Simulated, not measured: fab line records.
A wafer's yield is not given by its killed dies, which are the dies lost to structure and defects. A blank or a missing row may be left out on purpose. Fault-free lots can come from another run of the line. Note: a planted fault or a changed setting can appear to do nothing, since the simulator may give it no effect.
fab line records ; flow n5Finfet ; part 2 of 2: steps 16 to 23 of 23
record: lots: 5; wafers: 15; lastDay: 16
route steps=1938 shown DUMMY_GATE@232
lots untouched by any fault: they come from a run of this same line in which no faults occurred
startH: the number of hours between the record's first day and the start of the first shown wafer of the lot ; waitH: hours since the lot's step before ; " same as the row above ; L1.1+2: a single row standing in for several wafers ; - value missing, or start not given ; * or withheld: withheld ; < > ~ a bound
route shown NAME@n: NAME is a module with steps in the file, n the number in the route of the first one ; usual: the fault-free wafers' mean and standard deviation ; same: alike in all rows ; chamber/n: place in a boat ; sites: each site's reading ; _std_site: the standard deviation of these ; _edge_site: inner sites' mean taken away from outer sites' mean ; radiusMm: how far each site lies from the wafer's centre ; mask NAME#n: copy n ; behind: the tool/chamber that last shaped the wafer ; hold: reason for holding the lot/hours on hold/outcome of the hold ; device: whichever transistor did not switch (one of n, p or np) ; end of line: tests of these same wafers at the route's end ; where a step has no rows: the recipe by itself ; killed: not the wafer's yield, but the dies lost to structure and defects at the first sort ; map: a wafer's dies, x killed, . not, _ none there
set.NAME: the setting as run; set.NAME@STEP: as run at that earlier step ; model.NAME: the simulator's own value behind a step, which no gauge read
certain route steps with their lots: each step a table, each wafer a row
services: the hour from which a tool's chamber was out of use, counted from the record's first day as startH (under 0 if before that day), plus the number of hours and why
== steps ==
step: N5_DUMMY_GATE_ETCH_23
recipe: chemistry: HBr/Cl2/O2; HBr_flow_sccm: 150; Cl2_flow_sccm: 80; O2_flow_sccm: 12; biasW: 102; targetDepthA: 410; timeS: 22.3; target: poly-Si; maskMaterial: SiO2; pressureMtorr: 10; icpW: 800
usual: drypumpMotorCurrentA: 5.6/0.45; oesProductAu: 0.996/0.018; throttleValvePct: 37.0/0.34
lot.wafer;tool;chamber;startH;waitH;drypumpMotorCurrentA;oesProductAu;rfHoursCounterH;throttleValvePct
L083.2;rieSi-02;3;103.16;0.0;5.3;1.010;134;36.6
L083.4;rieSi-02;2;103.16;0.0;5.6;1.011;83;36.6
L083.6;rieSi-02;2;103.16;0.0;5.6;1.002;-;36.6
L085.2;rieSi-02;0;115.61;0.0;5.1;1.015;25;37.4
L085.3;rieSi-02;3;115.61;0.0;5.3;1.026;135;36.6
L085.6;rieSi-02;0;115.61;0.0;5.2;1.020;-;37.4
L086.1;rieSi-01;0;119.63;0.0;5.6;1.005;3;36.5
L086.3;rieSi-01;2;119.63;0.0;5.0;0.988;151;37.1
L086.4;rieSi-01;3;119.63;0.0;6.3;0.985;66;37.4
L092.1;rieSi-02;0;155.53;0.0;5.1;1.004;26;37.4
L092.2;rieSi-02;3;155.53;0.0;5.3;1.027;135;36.6
L092.6;rieSi-02;1;155.53;0.0;5.2;0.988;-;36.8
L094.3;rieSi-05;3;166.84;0.0;5.8;0.997;5;36.9
L094.5;rieSi-05;3;166.84;0.0;5.8;0.989;-;36.9
L094.6;rieSi-05;2;166.84;0.0;5.9;0.987;-;37.6
step: N5_DUMMY_GATE_ETCH_44
recipe: chemistry: HBr/O2; overEtchFrac: 0.7; targetDepthA: 1275; stopOn: SiO2; ionEnergyEv: 60; biasW: 20; target: poly-Si; maskMaterial: SiO2; pressureMtorr: 20; icpW: 400; HBr_flow_sccm: 120; O2_flow_sccm: 10
usual: drypumpMotorCurrentA: 5.6/0.45; oesProductAu: 0.729/0.012; throttleValvePct: 18.41/0.17
lot.wafer;tool;chamber;startH;waitH;drypumpMotorCurrentA;oesProductAu;rfHoursCounterH;throttleValvePct
L083.2;rieSi-02;3;103.21;0.0;5.2;0.745;134;18.33
L083.4;rieSi-02;2;103.21;0.0;5.6;0.733;83;18.41
L083.6;rieSi-02;2;103.21;0.0;5.6;0.734;-;18.42
L085.2;rieSi-02;0;115.66;0.0;5.1;0.748;25;18.49
L085.3;rieSi-02;3;115.66;0.0;5.3;0.736;135;18.32
L085.6;rieSi-02;0;115.66;0.0;5.2;0.726;-;18.50
L086.1;rieSi-01;0;119.69;0.0;5.7;0.726;3;18.12
L086.3;rieSi-01;2;119.69;0.0;5.0;0.723;151;18.69
L086.4;rieSi-01;3;119.69;0.0;6.3;0.724;66;18.41
L092.1;rieSi-02;0;155.58;0.0;5.1;0.745;26;18.49
L092.2;rieSi-02;3;155.58;0.0;5.3;0.742;135;18.30
L092.6;rieSi-02;1;155.58;0.0;5.1;0.733;-;18.10
L094.3;rieSi-05;3;166.90;0.0;5.8;0.716;5;18.44
L094.5;rieSi-05;3;166.90;0.0;5.8;0.715;-;18.43
L094.6;rieSi-05;2;166.90;0.0;5.9;0.709;-;18.64
step: N5_DUMMY_GATE_CD_MEAS_24
recipe: targetCdNm: 15
usual: cdNm: 15.1/0.49
lot.wafer;tool;chamber;startH;waitH;cdNm
L083.2;cdSem-03;-;103.33;0.1;14.3
L083.4;cdSem-03;-;103.33;0.1;15.4
L083.6;cdSem-03;-;103.33;0.1;15.1
L085.2;cdSem-01;-;115.78;0.1;14.7
L085.3;cdSem-01;-;115.78;0.1;15.1
L085.6;cdSem-01;-;115.78;0.1;15.2
L086.1;cdSem-01;-;119.80;0.1;14.9
L086.3;cdSem-01;-;119.80;0.1;15.2
L086.4;cdSem-01;-;119.80;0.1;14.5
L092.1;cdSem-03;-;155.69;0.1;15.0
L092.2;cdSem-03;-;155.69;0.1;14.2
L092.6;cdSem-03;-;155.69;0.1;14.5
L094.3;cdSem-01;-;167.02;0.1;15.1
L094.5;cdSem-01;-;167.02;0.1;14.9
L094.6;cdSem-01;-;167.02;0.1;14.5
step: N5_DUMMY_GATE_ETCH_42
recipe: chemistry: CHF3/O2; target: SiO2; targetDepthA: 35; timeS: 31; ionEnergyEv: 30; biasW: 12; pressureMtorr: 30; sourceW: 600; Ar_flow_sccm: 200; CHF3_flow_sccm: 50; O2_flow_sccm: 5
usual: drypumpMotorCurrentA: 5.8/0.47; mfcArSccm: 200.1/0.69; oesProductAu: 0.81/0.073; rfVppV: 42.8/1.1; showerheadPlenumPTorr: 2.40/0.046; throttleValvePct: 18.67/0.22
lot.wafer;tool;chamber;startH;waitH;drypumpMotorCurrentA;mfcArSccm;oesProductAu;rfHoursCounterH;rfVppV;showerheadPlenumPTorr;throttleValvePct
L083.2;rieDiel-02;1;103.37;0.0;5.7;200.3;0.83;69;43.8;2.34;18.62
L083.4;rieDiel-02;2;103.37;0.0;6.4;200.7;0.73;141;42.7;2.41;18.86
L083.6;rieDiel-02;0;103.37;0.0;5.4;200.4;0.94;-;45.1;2.38;18.29
L085.2;rieDiel-02;3;115.82;0.0;5.4;199.1;0.76;146;41.7;2.38;18.81
L085.3;rieDiel-02;0;115.82;0.0;5.4;200.0;0.93;29;43.9;2.38;18.30
L085.6;rieDiel-02;2;115.82;0.0;6.4;200.4;0.73;-;42.5;2.40;18.85
L086.1;rieDiel-05;1;119.90;0.1;5.6;199.6;0.76;140;40.7;2.49;18.53
L086.3;rieDiel-05;3;119.90;0.1;6.4;200.1;0.83;71;43.5;2.37;19.03
L086.4;rieDiel-05;2;119.90;0.1;5.9;200.1;0.85;76;39.8;2.43;18.47
L092.1;rieDiel-02;0;155.74;0.0;5.4;200.5;0.90;40;44.2;2.37;18.32
L092.2;rieDiel-02;2;155.74;0.0;6.4;200.5;0.71;156;43.9;2.40;18.87
L092.6;rieDiel-02;1;155.74;0.0;5.7;200.2;0.81;-;43.1;2.34;18.64
L094.3;rieDiel-05;1;167.06;0.0;5.6;200.8;0.75;156;41.8;2.49;18.58
L094.5;rieDiel-05;1;167.06;0.0;5.6;200.7;0.75;-;41.9;2.49;18.57
L094.6;rieDiel-05;2;167.06;0.0;5.9;200.1;0.83;-;42.0;2.42;18.50
step: N5_DUMMY_GATE_STRIP_48
recipe: chemistry: N2/H2; timeS: 20; powerW: 100; tempC: 40; pressureMtorr: 100; rfFrequencyHz: 6e+07; biasPowerW: 3; n2FlowSccm: 300; h2FlowSccm: 300
usual: drypumpMotorCurrentA: 5.8/0.47; oesProductAu: 0.81/0.068; rfVppV: 45.3/0.93; showerheadPlenumPTorr: 3.37/0.066; throttleValvePct: 12.14/0.25
lot.wafer;tool;chamber;startH;waitH;drypumpMotorCurrentA;oesProductAu;rfHoursCounterH;rfVppV;showerheadPlenumPTorr;throttleValvePct
L083.2;rieDiel-02;1;103.42;0.0;5.7;0.82;69;45.6;3.28;12.07
L083.4;rieDiel-02;2;103.42;0.0;6.5;0.74;141;46.0;3.36;12.29
L083.6;rieDiel-02;0;103.42;0.0;5.4;0.91;-;44.7;3.34;11.73
L085.2;rieDiel-02;3;115.87;0.0;5.4;0.77;146;45.8;3.41;12.52
L085.3;rieDiel-02;0;115.87;0.0;5.4;0.92;29;45.8;3.34;11.75
L085.6;rieDiel-02;2;115.87;0.0;6.5;0.74;-;44.8;3.36;12.30
L086.1;rieDiel-05;1;119.95;0.0;5.6;0.76;140;46.2;3.48;11.98
L086.3;rieDiel-05;3;119.95;0.0;6.4;0.86;71;44.1;3.30;12.37
L086.4;rieDiel-05;2;119.95;0.0;5.9;0.84;76;45.2;3.39;11.84
L092.1;rieDiel-02;0;155.79;0.0;5.4;0.90;40;44.9;3.33;11.77
L092.2;rieDiel-02;2;155.79;0.0;6.4;0.73;156;44.0;3.35;12.33
L092.6;rieDiel-02;1;155.79;0.0;5.7;0.81;-;45.5;3.27;12.13
L094.3;rieDiel-05;1;167.11;0.0;5.7;0.75;156;44.8;3.48;12.01
L094.5;rieDiel-05;1;167.11;0.0;5.7;0.75;-;46.2;3.47;12.02
L094.6;rieDiel-05;2;167.11;0.0;5.9;0.81;-;45.2;3.38;11.87
step: N5_DUMMY_GATE_PRECLEAN_33
recipe: chemistry: dHF; timeS: 10; dilution: 750:1; tempC: 25
usual: bathHeatDutyPct: 6.5/0.72
lot.wafer;tool;chamber;startH;waitH;bathHeatDutyPct
L083.2;wetBench-01;0;103.50;0.1;6.1
L083.4;wetBench-01;3;103.50;0.1;6.0
L083.6;wetBench-01;6;103.50;0.1;5.8
L085.2;wetBench-02;1;115.95;0.1;6.2
L085.3;wetBench-02;6;115.95;0.1;7.2
L085.6;wetBench-02;7;115.95;0.1;6.1
L086.1;wetBench-01;2;120.03;0.1;5.2
L086.3;wetBench-01;0;120.03;0.1;6.9
L086.4;wetBench-01;4;120.03;0.1;7.0
L092.1;wetBench-01;6;155.87;0.1;5.6
L092.2;wetBench-01;2;155.87;0.1;5.6
L092.6;wetBench-01;7;155.87;0.1;7.2
L094.3;wetBench-01;1;167.19;0.1;6.5
L094.5;wetBench-01;3;167.19;0.1;6.2
L094.6;wetBench-01;2;167.19;0.1;5.6
step: N5_DUMMY_GATE_PRECLEAN_25
recipe: chemistry: O3/DIW; timeS: 45; tempC: 22; o3Ppm: 10
usual: bathHeatDutyPct: 2.3/0.4
lot.wafer;tool;chamber;startH;waitH;bathHeatDutyPct
L083.2;wetBench-01;0;103.51;0.0;2.4
L083.4;wetBench-01;3;103.51;0.0;2.5
L083.6;wetBench-01;6;103.51;0.0;2.4
L085.2;wetBench-02;1;115.96;0.0;2.7
L085.3;wetBench-02;6;115.96;0.0;2.9
L085.6;wetBench-02;7;115.96;0.0;2.8
L086.1;wetBench-01;2;120.04;0.0;2.8
L086.3;wetBench-01;0;120.04;0.0;2.3
L086.4;wetBench-01;4;120.04;0.0;2.5
L092.1;wetBench-01;6;155.88;0.0;2.1
L092.2;wetBench-01;2;155.88;0.0;2.5
L092.6;wetBench-01;7;155.88;0.0;2.2
L094.3;wetBench-01;1;167.20;0.0;2.7
L094.5;wetBench-01;3;167.20;0.0;1.7
L094.6;wetBench-01;2;167.20;0.0;2.6
step: N5_DUMMY_GATE_PRECLEAN_51
recipe: chemistry: SC2; timeS: 45; tempC: 35; mix: 1:1:50
usual: bathHeatDutyPct: 3.4/0.45
lot.wafer;tool;chamber;startH;waitH;bathHeatDutyPct
L083.2;wetBench-01;0;103.52;0.0;3.7
L083.4;wetBench-01;3;103.52;0.0;3.5
L083.6;wetBench-01;6;103.52;0.0;3.4
L085.2;wetBench-02;1;115.97;0.0;3.7
L085.3;wetBench-02;6;115.97;0.0;3.9
L085.6;wetBench-02;7;115.97;0.0;4.0
L086.1;wetBench-01;2;120.05;0.0;3.5
L086.3;wetBench-01;0;120.05;0.0;3.4
L086.4;wetBench-01;4;120.05;0.0;3.1
L092.1;wetBench-01;6;155.89;0.0;2.8
L092.2;wetBench-01;2;155.89;0.0;3.5
L092.6;wetBench-01;7;155.89;0.0;3.6
L094.3;wetBench-01;1;167.21;0.0;3.0
L094.5;wetBench-01;3;167.21;0.0;3.3
L094.6;wetBench-01;2;167.21;0.0;3.6
== services ==
tool;chamber;startH;hours;kind
rieDiel-02;-;89.59;0.7;repair
rieSi-02;0;95.08;3.3;repair
rieDiel-02;2;95.78;4.7;repair
rieDiel-02;3;97.68;4.5;repair
rieSi-05;2;106.40;1.9;repair
rieDiel-03;1;109.14;-;clean
rieDiel-03;1;109.14;-;consumableReplace:focusRing
rieDiel-03;1;109.14;17.6;scheduledDown
rieDiel-03;1;109.14;17.6;ventCycle
rieDiel-02;3;119.31;7.9;repair
rieDiel-05;-;122.19;0.2;repair
rieDiel-05;3;129.67;16.7;repair
rieDiel-05;-;159.80;1.1;repair
